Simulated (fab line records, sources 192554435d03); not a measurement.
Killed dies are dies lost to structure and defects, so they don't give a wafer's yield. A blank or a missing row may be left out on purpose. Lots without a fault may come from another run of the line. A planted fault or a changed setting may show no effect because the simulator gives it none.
Chamber matching | flow n5_finfet | N5_BEOL_M7_STRIP_36 on rie_diel-06: 4 sister chambers
The step strips in N2/H2. 4 wafers are shown with their chamber, then 10 later ones without.

WAFERS WITH THEIR CHAMBER
wafer  | chamber | drypump_motor_current_A (A)
L087.6 | 0       | 5.7
L088.2 | 3       | 6.2
L090.3 | 1       | 5.2
L090.4 | 2       | 5.7

WAFERS WITHOUT THEIR CHAMBER
wafer  | drypump_motor_current_A (A)
L090.6 | 5.2
L089.1 | 5.7
L089.2 | 5.2
L089.4 | 6.2
L091.1 | 5.2
L091.2 | 6.2
L091.3 | 5.7
L091.4 | 5.7
L091.5 | 6.1
L091.6 | 5.7

WHICH CHAMBER EACH WENT THROUGH
wafer  | from the rows above     | in truth
L090.6 | 1                       | 1
L089.1 | can't be placed: 0 or 2 | 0
L089.2 | 1                       | 1
L089.4 | 3                       | 3
L091.1 | 1                       | 1
L091.2 | 3                       | 3
L091.3 | can't be placed: 0 or 2 | 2
L091.4 | can't be placed: 0 or 2 | 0
L091.5 | 3                       | 3
L091.6 | can't be placed: 0 or 2 | 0
Placed correctly: 6 of 10. Can't be placed from these rows: 4 (the true chamber is among the candidates in 4). Placed wrongly: 0.
How it was worked out, from the rows above alone: a wafer's distance from a chamber is the root of the sum, over the readings, of the square of ((its reading less the chamber's mean) divided by the reading's scatter). The wafer belongs to the nearest chamber; if the next one is less than 2 further off, it can't be placed. A chamber's mean is the mean of its shown wafers. The scatter: with one shown wafer a chamber, the root of the mean of the squares of how far each hidden wafer lies from its nearest shown one.
